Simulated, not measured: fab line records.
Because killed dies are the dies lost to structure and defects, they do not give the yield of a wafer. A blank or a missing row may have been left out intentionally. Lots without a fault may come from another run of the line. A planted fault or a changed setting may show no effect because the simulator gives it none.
Tool commonality check + flow nandHarc + Lots sampled 14, wafers sampled 42

WHY THIS WAS OPENED
Flagged at NHARC_A_ONON_D1_THK_MEAS_30: reading thkNm, on 2 of 14 lots. No-fault wafers: 999 nm, standard deviation 10.
Rule: flag the lot when none of its wafers has a number, or when each of its wafers that has one lies beyond 4 standard deviations from that mean. All remaining lots are regarded as sound.

| lot  | measured     | on           | thkNm (nm), wafer by wafer | flag    |
|------|--------------|--------------|----------------------------|---------|
| L281 | day 8 04:26  | filmMetro-02 | 1001 1001 1001             |         |
| L282 | day 8 08:53  | filmMetro-01 | 1007 1006 1006             |         |
| L283 | day 9 06:05  | filmMetro-01 | 992 992 992                |         |
| L284 | day 9 06:05  | filmMetro-02 | 1001 1002 1002             |         |
| L286 | day 10 02:31 | filmMetro-01 | 1011 1013 1010             |         |
| L288 | day 11 01:57 | filmMetro-02 | 994 994 994                |         |
| L287 | day 11 01:58 | filmMetro-01 | 988 988 988                |         |
| L293 | day 13 07:08 | filmMetro-02 | 1062 1063 1062             | FLAGGED |
| L294 | day 13 16:23 | filmMetro-01 | 1079 1080 1079             | FLAGGED |
| L296 | day 14 09:01 | filmMetro-01 | 1005 1006 1006             |         |
| L298 | day 15 06:49 | filmMetro-02 | 992 991 991                |         |
| L302 | day 17 00:04 | filmMetro-01 | 997 995 997                |         |
| L303 | day 17 11:39 | filmMetro-01 | 997 997 996                |         |
| L304 | day 18 05:55 | filmMetro-02 | 994 994 993                |         |
The mean of the flagged lots' numbers is 1071 nm, +72 nm from the usual (+7 standard deviations).

WHICH TOOL EACH LOT WENT THROUGH
The record holds 2 process steps before the reading, out of a route of 1302 steps. Cell contents, in order: the tool; ch with the chambers the sampled wafers went through; the start.
| lot  | flag    | NHARC_P_BONDPAD_ANNEAL_28       | NHARC_A_ONON_D1_DEP_28          |
|------|---------|---------------------------------|---------------------------------|
| L281 |         | rtpAnneal-01 ch 0, day 6 15:26  | pecvdOnon-01 ch 0, day 8 03:59  |
| L282 |         | rtpAnneal-01 ch 0, day 6 20:44  | pecvdOnon-02 ch 0, day 8 08:26  |
| L283 |         | rtpAnneal-01 ch 0, day 7 14:47  | pecvdOnon-01 ch 0, day 9 05:38  |
| L284 |         | rtpAnneal-02 ch 0, day 7 18:32  | pecvdOnon-04 ch 0, day 9 05:41  |
| L286 |         | rtpAnneal-02 ch 0, day 8 13:32  | pecvdOnon-01 ch 0, day 10 02:04 |
| L288 |         | rtpAnneal-02 ch 0, day 9 15:22  | pecvdOnon-04 ch 0, day 11 01:26 |
| L287 |         | rtpAnneal-01 ch 0, day 9 07:19  | pecvdOnon-01 ch 0, day 11 01:33 |
| L293 | FLAGGED | rtpAnneal-02 ch 0, day 11 17:04 | pecvdOnon-01 ch 0, day 13 06:41 |
| L294 | FLAGGED | rtpAnneal-01 ch 0, day 12 02:55 | pecvdOnon-01 ch 0, day 13 15:56 |
| L296 |         | rtpAnneal-02 ch 0, day 12 18:15 | pecvdOnon-02 ch 0, day 14 08:37 |
| L298 |         | rtpAnneal-02 ch 0, day 13 18:53 | pecvdOnon-02 ch 0, day 15 06:21 |
| L302 |         | rtpAnneal-01 ch 0, day 15 10:31 | pecvdOnon-01 ch 0, day 16 23:34 |
| L303 |         | rtpAnneal-01 ch 0, day 15 22:58 | pecvdOnon-04 ch 0, day 17 11:08 |
| L304 |         | rtpAnneal-02 ch 0, day 16 13:21 | pecvdOnon-02 ch 0, day 18 05:23 |
These steps, and what they do:
- NHARC_P_BONDPAD_ANNEAL_28: time 90 s.
- NHARC_A_ONON_D1_DEP_28: target thk 1000 nm.
- NHARC_A_ONON_D1_THK_MEAS_30: measures by ellipsometry.

FLAGGED AGAINST TOTAL, ONE TOOL AT A TIME (gauges that did the reading follow at the end)
| step                        | tool         | lots run | flagged | share of the flagged lots | sound lots run after its first flagged lot |
|-----------------------------|--------------|----------|---------|---------------------------|--------------------------------------------|
| NHARC_P_BONDPAD_ANNEAL_28   | rtpAnneal-01 | 7        | 1       | some                      | 2 (L302,L303)                              |
| NHARC_P_BONDPAD_ANNEAL_28   | rtpAnneal-02 | 7        | 1       | some                      | 3 (L296,L298,L304)                         |
| NHARC_A_ONON_D1_DEP_28      | pecvdOnon-01 | 7        | 2       | all                       | 1 (L302)                                   |
| NHARC_A_ONON_D1_DEP_28      | pecvdOnon-02 | 4        | 0       | none                      | -                                          |
| NHARC_A_ONON_D1_DEP_28      | pecvdOnon-04 | 3        | 0       | none                      | -                                          |
| NHARC_A_ONON_D1_THK_MEAS_30 | filmMetro-01 | 8        | 1       | some                      | 3 (L296,L302,L303)                         |
| NHARC_A_ONON_D1_THK_MEAS_30 | filmMetro-02 | 6        | 1       | some                      | 2 (L298,L304)                              |

WHAT THE TABLE PERMITS
All flagged lots share 1 row of the table, namely pecvdOnon-01 at NHARC_A_ONON_D1_DEP_28.
- pecvdOnon-01 at NHARC_A_ONON_D1_DEP_28: 2 of its 7 lots flagged. Lots that were sound ran on it after the first flagged one (L302); a persistent fault on the entire tool would not allow that.
There is no row in the table that ran each flagged lot and no sound lot after the first.

WHAT THE SIMULATOR HAD INSERTED
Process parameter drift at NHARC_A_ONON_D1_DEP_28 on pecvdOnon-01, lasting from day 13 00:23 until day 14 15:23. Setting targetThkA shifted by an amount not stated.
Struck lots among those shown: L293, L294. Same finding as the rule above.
